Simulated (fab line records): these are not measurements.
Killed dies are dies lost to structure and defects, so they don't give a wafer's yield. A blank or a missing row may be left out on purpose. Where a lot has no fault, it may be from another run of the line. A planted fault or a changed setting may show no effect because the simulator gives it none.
The tool behind it: which one? / flow n5 finfet / 10 lots with 27 wafers sampled at 5 steps, on a route of 1938 steps

WHAT THE GAUGES READ, wafer by wafer
N5_BEOL_M4_RC_MEAS_101. Usual: DIBL_N 37.2 mV/V, standard deviation 1.9; DIBL_P 37.3 mV/V, standard deviation 2.2; IOFF_N 0.18 nA/um, standard deviation 0.038; IOFF_P 0.22 nA/um, standard deviation 0.039; ION_N 678 uA/um, standard deviation 11; ION_P 462 uA/um, standard deviation 6.9; SS_N 71.8 mV/dec, standard deviation 0.68; SS_P 73.5 mV/dec, standard deviation 0.65; VT_N 249 mV, standard deviation 3.4; VT_P -250 mV, standard deviation 3.2.
lot=L937; measured=day 8 11:19; on=prober-02; DIBL_N (mV/V)=35.0 38.2 34.7; DIBL_P (mV/V)=34.6 37.9 35.4; IOFF_N (nA/um)=0.13 0.20 0.14; IOFF_P (nA/um)=0.15 0.20 0.17; ION_N (uA/um)=660 669 677; ION_P (uA/um)=449 449 458; SS_N (mV/dec)=71.1 71.7 71.3; SS_P (mV/dec)=72.9 72.7 73.3; VT_N (mV)=250 247 250; VT_P (mV)=-255 -252 -252; flag=
lot=L939; measured=day 9 01:17; on=prober-02; DIBL_N (mV/V)=37.6 39.2 36.5; DIBL_P (mV/V)=37.9 37.8 35.9; IOFF_N (nA/um)=0.18 0.22 0.16; IOFF_P (nA/um)=0.26 0.26 0.22; ION_N (uA/um)=673 693 664; ION_P (uA/um)=465 466 460; SS_N (mV/dec)=71.8 72.8 72.1; SS_P (mV/dec)=73.4 73.0 73.3; VT_N (mV)=248 245 251; VT_P (mV)=-248 -245 -249; flag=
lot=L940; measured=day 9 01:04; on=prober-01; DIBL_N (mV/V)=40.0 39.1 39.4; DIBL_P (mV/V)=41.2 40.7 40.5; IOFF_N (nA/um)=0.26 0.24 0.25; IOFF_P (nA/um)=0.27 0.27 0.26; ION_N (uA/um)=691 691 693; ION_P (uA/um)=465 464 459; SS_N (mV/dec)=73.4 72.2 71.5; SS_P (mV/dec)=74.2 73.8 74.7; VT_N (mV)=246 245 247; VT_P (mV)=-250 -249 -249; flag=
lot=L941; measured=day 9 17:16; on=prober-01; DIBL_N (mV/V)=37.4 35.6; DIBL_P (mV/V)=40.0 36.7; IOFF_N (nA/um)=0.20 0.16; IOFF_P (nA/um)=0.25 0.20; ION_N (uA/um)=686 679; ION_P (uA/um)=475 457; SS_N (mV/dec)=72.4 71.0; SS_P (mV/dec)=73.3 73.1; VT_N (mV)=244 251; VT_P (mV)=-247 -250; flag=
lot=L943; measured=day 10 01:46; on=prober-02; DIBL_N (mV/V)=35.8 40.0; DIBL_P (mV/V)=36.1 40.3; IOFF_N (nA/um)=0.13 0.22; IOFF_P (nA/um)=0.18 0.25; ION_N (uA/um)=660 683; ION_P (uA/um)=456 464; SS_N (mV/dec)=71.4 72.9; SS_P (mV/dec)=72.8 73.4; VT_N (mV)=253 249; VT_P (mV)=-253 -250; flag=
lot=L952; measured=day 12 03:13; on=prober-01; DIBL_N (mV/V)=34.7 35.3 36.2; DIBL_P (mV/V)=36.6 37.4 38.1; IOFF_N (nA/um)=0.16 0.17 0.19; IOFF_P (nA/um)=0.18 0.19 0.21; ION_N (uA/um)=681 684 682; ION_P (uA/um)=459 458 458; SS_N (mV/dec)=71.6 71.5 71.5; SS_P (mV/dec)=73.3 73.4 73.8; VT_N (mV)=251 246 251; VT_P (mV)=-253 -254 -250; flag=
lot=L954; measured=day 12 17:10; on=prober-01; DIBL_N (mV/V)=41.3 36.6; DIBL_P (mV/V)=41.9 35.3; IOFF_N (nA/um)=0.26 0.16; IOFF_P (nA/um)=0.31 0.20; ION_N (uA/um)=689 687; ION_P (uA/um)=467 473; SS_N (mV/dec)=73.0 70.9; SS_P (mV/dec)=75.0 74.0; VT_N (mV)=244 247; VT_P (mV)=-247 -249; flag=
lot=L955; measured=day 13 03:50; on=prober-01; DIBL_N (mV/V)=37.6 37.7 37.3; DIBL_P (mV/V)=35.7 35.5 36.3; IOFF_N (nA/um)=0.16 0.17 0.16; IOFF_P (nA/um)=0.21 0.21 0.24; ION_N (uA/um)=677 670 677; ION_P (uA/um)=463 457 464; SS_N (mV/dec)=71.9 72.4 72.1; SS_P (mV/dec)=73.2 73.9 73.7; VT_N (mV)=249 247 248; VT_P (mV)=-249 -250 -250; flag=
lot=L957; measured=day 13 12:39; on=prober-02; DIBL_N (mV/V)=36.7 37.6 36.4; DIBL_P (mV/V)=38.0 39.6 37.7; IOFF_N (nA/um)=0.19 0.22 0.18; IOFF_P (nA/um)=0.22 0.26 0.22; ION_N (uA/um)=684 690 685; ION_P (uA/um)=462 462 462; SS_N (mV/dec)=71.4 72.2 72.3; SS_P (mV/dec)=73.8 73.6 73.1; VT_N (mV)=247 247 248; VT_P (mV)=-250 -249 -250; flag=
lot=L958; measured=day 13 13:22; on=prober-01; DIBL_N (mV/V)=37.2 37.0 35.9; DIBL_P (mV/V)=40.0 39.2 37.1; IOFF_N (nA/um)=0.18 0.17 0.14; IOFF_P (nA/um)=0.22 0.20 0.17; ION_N (uA/um)=668 673 655; ION_P (uA/um)=452 461 445; SS_N (mV/dec)=72.0 72.1 72.4; SS_P (mV/dec)=74.4 73.6 73.8; VT_N (mV)=250 250 254; VT_P (mV)=-251 -255 -255; flag=

WHAT TOOL EACH LOT RAN ON (gives the tool, then ch and the chambers of the sampled wafers, and finally the start)
lot=L937; N5_FIN_SAQP_MANDREL1_REMOVE_56=rie si-02 ch 0,1,2, day 2 06:29; N5_FIN_SAQP_RECESS_71=vapor etch-02 ch 0,1, day 2 07:28; N5_FIN_SAQP_SPACER2_ETCHBACK_29=rie diel-03 ch 1,2,3, day 2 08:08; N5_FIN_SAQP_ETCH_64=rie si-02 ch 0,2, day 2 08:39
lot=L939; N5_FIN_SAQP_MANDREL1_REMOVE_56=rie si-03 ch 0,2,3, day 2 20:19; N5_FIN_SAQP_RECESS_71=vapor etch-02 ch 0,1, day 2 21:20; N5_FIN_SAQP_SPACER2_ETCHBACK_29=rie diel-04 ch 1,2,3, day 2 21:48; N5_FIN_SAQP_ETCH_64=rie si-03 ch 1,2,3, day 2 22:19
lot=L940; N5_FIN_SAQP_MANDREL1_REMOVE_56=rie si-03 ch 1,2,3, day 3 01:05; N5_FIN_SAQP_RECESS_71=vapor etch-01 ch 0, day 3 02:32; N5_FIN_SAQP_SPACER2_ETCHBACK_29=rie diel-04 ch 1,2, day 3 04:50; N5_FIN_SAQP_ETCH_64=rie si-03 ch 0,2, day 3 05:25
lot=L941; N5_FIN_SAQP_MANDREL1_REMOVE_56=rie si-05 ch 0,3, day 3 06:18; N5_FIN_SAQP_RECESS_71=vapor etch-01 ch 0, day 3 07:20; N5_FIN_SAQP_SPACER2_ETCHBACK_29=rie diel-04 ch 0,1, day 3 07:57; N5_FIN_SAQP_ETCH_64=rie si-05 ch 2, day 3 08:28
lot=L943; N5_FIN_SAQP_MANDREL1_REMOVE_56=rie si-02 ch 0,2, day 3 18:19; N5_FIN_SAQP_RECESS_71=vapor etch-02 ch 0,1, day 3 19:17; N5_FIN_SAQP_SPACER2_ETCHBACK_29=rie diel-04 ch 0,1, day 3 19:54; N5_FIN_SAQP_ETCH_64=rie si-05 ch 1,2, day 3 20:25
lot=L952; N5_FIN_SAQP_MANDREL1_REMOVE_56=rie si-02 ch 1,2,3, day 6 00:23; N5_FIN_SAQP_RECESS_71=vapor etch-02 ch 0,1, day 6 01:41; N5_FIN_SAQP_SPACER2_ETCHBACK_29=rie diel-03 ch 1,2,3, day 6 02:09; N5_FIN_SAQP_ETCH_64=rie si-05 ch 0,1,2, day 6 02:40
lot=L954; N5_FIN_SAQP_MANDREL1_REMOVE_56=rie si-05 ch 0,2, day 6 12:05; N5_FIN_SAQP_RECESS_71=vapor etch-02 ch 1, day 6 13:05; N5_FIN_SAQP_SPACER2_ETCHBACK_29=rie diel-03 ch 1,3, day 6 13:39; N5_FIN_SAQP_ETCH_64=rie si-02 ch 1,2, day 6 14:11
lot=L955; N5_FIN_SAQP_MANDREL1_REMOVE_56=rie si-05 ch 2,3, day 6 17:19; N5_FIN_SAQP_RECESS_71=vapor etch-01 ch 0,1, day 6 18:27; N5_FIN_SAQP_SPACER2_ETCHBACK_29=rie diel-04 ch 1,2,3, day 6 18:56; N5_FIN_SAQP_ETCH_64=rie si-05 ch 0,3, day 6 19:26
lot=L957; N5_FIN_SAQP_MANDREL1_REMOVE_56=rie si-05 ch 0,1, day 7 07:06; N5_FIN_SAQP_RECESS_71=vapor etch-02 ch 0,1, day 7 08:13; N5_FIN_SAQP_SPACER2_ETCHBACK_29=rie diel-04 ch 1,2,3, day 7 08:52; N5_FIN_SAQP_ETCH_64=rie si-02 ch 0,2, day 7 09:25
lot=L958; N5_FIN_SAQP_MANDREL1_REMOVE_56=rie si-02 ch 1,2,3, day 7 12:17; N5_FIN_SAQP_RECESS_71=vapor etch-02 ch 0,1, day 7 13:22; N5_FIN_SAQP_SPACER2_ETCHBACK_29=rie diel-03 ch 1,3, day 7 13:50; N5_FIN_SAQP_ETCH_64=rie si-02 ch 0,1,2, day 7 14:21
- N5_FIN_SAQP_MANDREL1_REMOVE_56: chemistry HBr/Cl2/O2, target a-Si, stops on SiNx, bt time 10 s.
- N5_FIN_SAQP_RECESS_71: chemistry HF/NH3, target SiO2, target depth 3 nm, afs cycles 1, sublimation time 60 s.
- N5_FIN_SAQP_SPACER2_ETCHBACK_29: etches SiO2 in CHF3/O2, target depth 12.2 nm, time 6.1 s.
- N5_FIN_SAQP_ETCH_64: etches SiO2 in CF4, target depth 1.5 nm.

WHAT THE TOOLS THEMSELVES READ (means of the sampled wafers that have a number; where no wafer has one, the mark that the record gives instead)
N5_FIN_SAQP_MANDREL1_REMOVE_56. Usual: drypump motor current A 5.9 A, standard deviation 0.48; mfc cl2 sccm 80.02 sccm, standard deviation 0.24; oes product au 1.003 a.u., standard deviation 0.021; rf fwd power W 596.5 W, standard deviation 2; throttle valve pct 36.7 %, standard deviation 0.36.
lot=L937; tool=rie si-02; drypump motor current A (A)=5.6; mfc cl2 sccm (sccm)=79.82; oes product au (a.u.)=1.005; rf fwd power W (W)=597.1; throttle valve pct (%)=36.8; flag=
lot=L939; tool=rie si-03; drypump motor current A (A)=5.4; mfc cl2 sccm (sccm)=80.17; oes product au (a.u.)=0.987; rf fwd power W (W)=594.5; throttle valve pct (%)=36.9; flag=
lot=L940; tool=rie si-03; drypump motor current A (A)=5.8; mfc cl2 sccm (sccm)=80.05; oes product au (a.u.)=0.986; rf fwd power W (W)=594.4; throttle valve pct (%)=37.1; flag=
lot=L941; tool=rie si-05; drypump motor current A (A)=6.2; mfc cl2 sccm (sccm)=79.99; oes product au (a.u.)=1.002; rf fwd power W (W)=599.6; throttle valve pct (%)=36.5; flag=
lot=L943; tool=rie si-02; drypump motor current A (A)=5.8; mfc cl2 sccm (sccm)=79.94; oes product au (a.u.)=1.018; rf fwd power W (W)=598.7; throttle valve pct (%)=36.9; flag=
lot=L952; tool=rie si-02; drypump motor current A (A)=5.9; mfc cl2 sccm (sccm)=80.05; oes product au (a.u.)=1.003; rf fwd power W (W)=597.4; throttle valve pct (%)=36.9; flag=
lot=L954; tool=rie si-05; drypump motor current A (A)=6.2; mfc cl2 sccm (sccm)=79.75; oes product au (a.u.)=1.021; rf fwd power W (W)=595.4; throttle valve pct (%)=36.7; flag=
lot=L955; tool=rie si-05; drypump motor current A (A)=6.2; mfc cl2 sccm (sccm)=79.93; oes product au (a.u.)=1.015; rf fwd power W (W)=597.6; throttle valve pct (%)=36.5; flag=
lot=L957; tool=rie si-05; drypump motor current A (A)=6.0; mfc cl2 sccm (sccm)=79.99; oes product au (a.u.)=1.030; rf fwd power W (W)=597.5; throttle valve pct (%)=36.6; flag=
lot=L958; tool=rie si-02; drypump motor current A (A)=5.9; mfc cl2 sccm (sccm)=80.07; oes product au (a.u.)=1.004; rf fwd power W (W)=597.2; throttle valve pct (%)=36.9; flag=

N5_FIN_SAQP_RECESS_71. Usual: drypump motor current A 5.43 A, standard deviation 0.29.
lot=L937; tool=vapor etch-02; drypump motor current A (A)=5.32; flag=
lot=L939; tool=vapor etch-02; drypump motor current A (A)=5.19; flag=
lot=L940; tool=vapor etch-01; drypump motor current A (A)=5.56; flag=
lot=L941; tool=vapor etch-01; drypump motor current A (A)=5.55; flag=
lot=L943; tool=vapor etch-02; drypump motor current A (A)=5.27; flag=
lot=L952; tool=vapor etch-02; drypump motor current A (A)=5.33; flag=
lot=L954; tool=vapor etch-02; drypump motor current A (A)=5.07; flag=
lot=L955; tool=vapor etch-01; drypump motor current A (A)=5.67; flag=
lot=L957; tool=vapor etch-02; drypump motor current A (A)=5.20; flag=
lot=L958; tool=vapor etch-02; drypump motor current A (A)=5.19; flag=

N5_FIN_SAQP_SPACER2_ETCHBACK_29. Usual: drypump motor current A 6.0 A, standard deviation 0.38; oes product au 0.77 a.u., standard deviation 0.066; rf fwd power W 645.2 W, standard deviation 2.4; rf vpp V 524 V, standard deviation 11; showerhead plenum p Torr 2.37 Torr, standard deviation 0.062; throttle valve pct 18.87 %, standard deviation 0.2.
lot=L937; tool=rie diel-03; drypump motor current A (A)=6.1; oes product au (a.u.)=0.79; rf fwd power W (W)=645.9; rf vpp V (V)=519; showerhead plenum p Torr (Torr)=2.39; throttle valve pct (%)=18.92; flag=
lot=L939; tool=rie diel-04; drypump motor current A (A)=5.8; oes product au (a.u.)=0.78; rf fwd power W (W)=647.2; rf vpp V (V)=530; showerhead plenum p Torr (Torr)=2.40; throttle valve pct (%)=18.83; flag=
lot=L940; tool=rie diel-04; drypump motor current A (A)=6.2; oes product au (a.u.)=0.79; rf fwd power W (W)=643.3; rf vpp V (V)=528; showerhead plenum p Torr (Torr)=2.38; throttle valve pct (%)=18.73; flag=
lot=L941; tool=rie diel-04; drypump motor current A (A)=6.0; oes product au (a.u.)=0.89; rf fwd power W (W)=644.4; rf vpp V (V)=514; showerhead plenum p Torr (Torr)=2.32; throttle valve pct (%)=18.66; flag=
lot=L943; tool=rie diel-04; drypump motor current A (A)=6.0; oes product au (a.u.)=0.79; rf fwd power W (W)=646.8; rf vpp V (V)=514; showerhead plenum p Torr (Torr)=2.32; throttle valve pct (%)=18.66; flag=
lot=L952; tool=rie diel-03; drypump motor current A (A)=6.1; oes product au (a.u.)=0.76; rf fwd power W (W)=646.8; rf vpp V (V)=519; showerhead plenum p Torr (Torr)=2.38; throttle valve pct (%)=18.98; flag=
lot=L954; tool=rie diel-03; drypump motor current A (A)=6.2; oes product au (a.u.)=0.72; rf fwd power W (W)=644.8; rf vpp V (V)=524; showerhead plenum p Torr (Torr)=2.34; throttle valve pct (%)=19.08; flag=
lot=L955; tool=rie diel-04; drypump motor current A (A)=5.8; oes product au (a.u.)=0.83; rf fwd power W (W)=646.4; rf vpp V (V)=529; showerhead plenum p Torr (Torr)=2.39; throttle valve pct (%)=18.77; flag=
lot=L957; tool=rie diel-04; drypump motor current A (A)=5.8; oes product au (a.u.)=0.83; rf fwd power W (W)=646.4; rf vpp V (V)=530; showerhead plenum p Torr (Torr)=2.39; throttle valve pct (%)=18.78; flag=
lot=L958; tool=rie diel-03; drypump motor current A (A)=6.4; oes product au (a.u.)=0.72; rf fwd power W (W)=645.6; rf vpp V (V)=520; showerhead plenum p Torr (Torr)=2.35; throttle valve pct (%)=19.09; flag=

N5_FIN_SAQP_ETCH_64. Usual: cf4 flow sccm 79.93 sccm, standard deviation 0.24; drypump motor current A 5.9 A, standard deviation 0.48; oes product au 1.007 a.u., standard deviation 0.022; rf fwd power W 783 W, standard deviation 3.9; throttle valve pct 21.74 %, standard deviation 0.23.
lot=L937; tool=rie si-02; cf4 flow sccm (sccm)=79.85; drypump motor current A (A)=6.1; oes product au (a.u.)=1.015; rf fwd power W (W)=783; throttle valve pct (%)=21.84; flag=
lot=L939; tool=rie si-03; cf4 flow sccm (sccm)=79.88; drypump motor current A (A)=5.8; oes product au (a.u.)=0.993; rf fwd power W (W)=781; throttle valve pct (%)=21.86; flag=
lot=L940; tool=rie si-03; cf4 flow sccm (sccm)=80.08; drypump motor current A (A)=5.3; oes product au (a.u.)=1.002; rf fwd power W (W)=781; throttle valve pct (%)=22.12; flag=
lot=L941; tool=rie si-05; cf4 flow sccm (sccm)=79.77; drypump motor current A (A)=6.2; oes product au (a.u.)=1.020; rf fwd power W (W)=778; throttle valve pct (%)=21.81; flag=
lot=L943; tool=rie si-05; cf4 flow sccm (sccm)=80.09; drypump motor current A (A)=6.1; oes product au (a.u.)=1.027; rf fwd power W (W)=785; throttle valve pct (%)=21.70; flag=
lot=L952; tool=rie si-05; cf4 flow sccm (sccm)=79.93; drypump motor current A (A)=6.1; oes product au (a.u.)=1.023; rf fwd power W (W)=783; throttle valve pct (%)=21.77; flag=
lot=L954; tool=rie si-02; cf4 flow sccm (sccm)=79.66; drypump motor current A (A)=5.8; oes product au (a.u.)=1.008; rf fwd power W (W)=786; throttle valve pct (%)=21.80; flag=
lot=L955; tool=rie si-05; cf4 flow sccm (sccm)=79.87; drypump motor current A (A)=6.1; oes product au (a.u.)=1.011; rf fwd power W (W)=783; throttle valve pct (%)=21.78; flag=
lot=L957; tool=rie si-02; cf4 flow sccm (sccm)=79.89; drypump motor current A (A)=6.1; oes product au (a.u.)=1.015; rf fwd power W (W)=784; throttle valve pct (%)=21.84; flag=
lot=L958; tool=rie si-02; cf4 flow sccm (sccm)=79.94; drypump motor current A (A)=5.6; oes product au (a.u.)=1.004; rf fwd power W (W)=785; throttle valve pct (%)=21.69; flag=

THE ANSWER, worked out from the rows above alone
Rule: lot off if the mean of its wafers having a number is beyond 3 standard deviations from the usual mean. Also off: a lot with no number at a reading for which 4 or more lots have one. The other lots that the step has rows for count as sound. First the gauges in route order, then the tools' own readings, where a lot's mean is used as printed above. At the first step where some lot is off, the reading lying furthest off is the one used; lots without a number count as furthest.
No lot is off at any reading shown: from this, nothing can be told.

WHAT WAS PUT IN BY THE SIMULATOR
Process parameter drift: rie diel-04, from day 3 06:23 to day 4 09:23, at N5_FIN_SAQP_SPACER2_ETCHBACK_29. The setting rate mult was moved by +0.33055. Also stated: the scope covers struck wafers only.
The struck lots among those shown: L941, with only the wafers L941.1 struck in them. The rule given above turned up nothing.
